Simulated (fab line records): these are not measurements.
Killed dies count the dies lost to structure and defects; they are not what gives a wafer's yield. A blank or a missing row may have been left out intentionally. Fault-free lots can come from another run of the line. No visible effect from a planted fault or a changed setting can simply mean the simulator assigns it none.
Matching of chambers + flow n5_finfet + N5_FIN_CUT_CUT_ETCH_26 on rie_diel-05 has 4 sister chambers
The step etches SiNx in CH3F/O2, target depth 39 nm, time 55.7 s. 18 wafers are shown with their chamber, then 9 later ones without.

## WAFERS, EACH WITH ITS CHAMBER
| wafer  | chamber | showerhead_plenum_p_Torr (Torr) | rf_vpp_V (V) | throttle_valve_pct (%) |
|--------|---------|---------------------------------|--------------|------------------------|
| L076.1 | 3       | 2.08                            | 301          | 16.40                  |
| L076.2 | 1       | 1.93                            | 302          | 16.70                  |
| L076.5 | 0       | 2.12                            | 310          | 16.30                  |
| L078.3 | 2       | 2.09                            | 288          | 16.41                  |
| L078.5 | 2       | 2.09                            | 288          | 16.41                  |
| L078.6 | 3       | 2.08                            | 300          | 16.41                  |
| L081.1 | 1       | 1.93                            | 303          | 16.75                  |
| L081.2 | 2       | 2.08                            | 288          | 16.42                  |
| L081.3 | 0       | 2.12                            | 309          | 16.33                  |
| L082.1 | 3       | 2.08                            | 300          | 16.42                  |
| L082.3 | 2       | 2.08                            | 288          | 16.43                  |
| L082.6 | 3       | 2.08                            | 302          | 16.43                  |
| L087.2 | 0       | 2.12                            | 309          | 16.34                  |
| L087.3 | 1       | 1.92                            | 301          | 16.74                  |
| L087.4 | 3       | 2.08                            | 302          | 16.45                  |
| L090.1 | 0       | 2.12                            | 311          | 16.34                  |
| L090.2 | 3       | 2.07                            | 301          | 16.44                  |
| L090.3 | 2       | 2.08                            | 288          | 16.44                  |

SIGNATURES, as means of the wafers listed above
| reading                  | chamber 0 | chamber 1 | chamber 2 | chamber 3 | scatter within a chamber |
|--------------------------|-----------|-----------|-----------|-----------|--------------------------|
| showerhead_plenum_p_Torr | 2.1200    | 1.9267    | 2.0840    | 2.0783    | 0.00439                  |
| rf_vpp_V                 | 309.75    | 302.00    | 288.00    | 301.00    | 0.791                    |
| throttle_valve_pct       | 16.3275   | 16.7300   | 16.4220   | 16.4250   | 0.0187                   |
Rule: a wafer lies at a distance from a chamber equal to the root of the sum of squares, over the readings, of (its reading less the chamber's mean, divided by the reading's scatter). The wafer belongs to the nearest chamber; if the next one is less than 2 further off, it can't be placed. How the scatter is found: for the shown wafers, subtract from each reading the mean of its chamber, square and add these, divide the total by (wafers less chambers), then take the root.

## WAFERS MISSING THEIR CHAMBER
| wafer  | showerhead_plenum_p_Torr (Torr) | rf_vpp_V (V) | throttle_valve_pct (%) |
|--------|---------------------------------|--------------|------------------------|
| L092.1 | 2.12                            | 311          | 16.36                  |
| L092.2 | 2.07                            | 300          | 16.46                  |
| L092.3 | 1.92                            | 302          | 16.76                  |
| L092.4 | 2.08                            | 288          | 16.46                  |
| L092.5 | 1.92                            | 302          | 16.77                  |
| L092.6 | 2.08                            | 288          | 16.44                  |
| L093.1 | 2.11                            | 311          | 16.36                  |
| L093.3 | 2.07                            | 301          | 16.45                  |
| L093.5 | 2.07                            | 301          | 16.46                  |

## WHICH CHAMBER EACH ONE RAN IN
| wafer  | from the rows above | in truth |
|--------|---------------------|----------|
| L092.1 | 0                   | 0        |
| L092.2 | 3                   | 3        |
| L092.3 | 1                   | 1        |
| L092.4 | 2                   | 2        |
| L092.5 | 1                   | 1        |
| L092.6 | 2                   | 2        |
| L093.1 | 0                   | 0        |
| L093.3 | 3                   | 3        |
| L093.5 | 3                   | 3        |
Placed correctly: 9 of 9. From these rows, 0 cannot be placed. 0 placed wrongly.
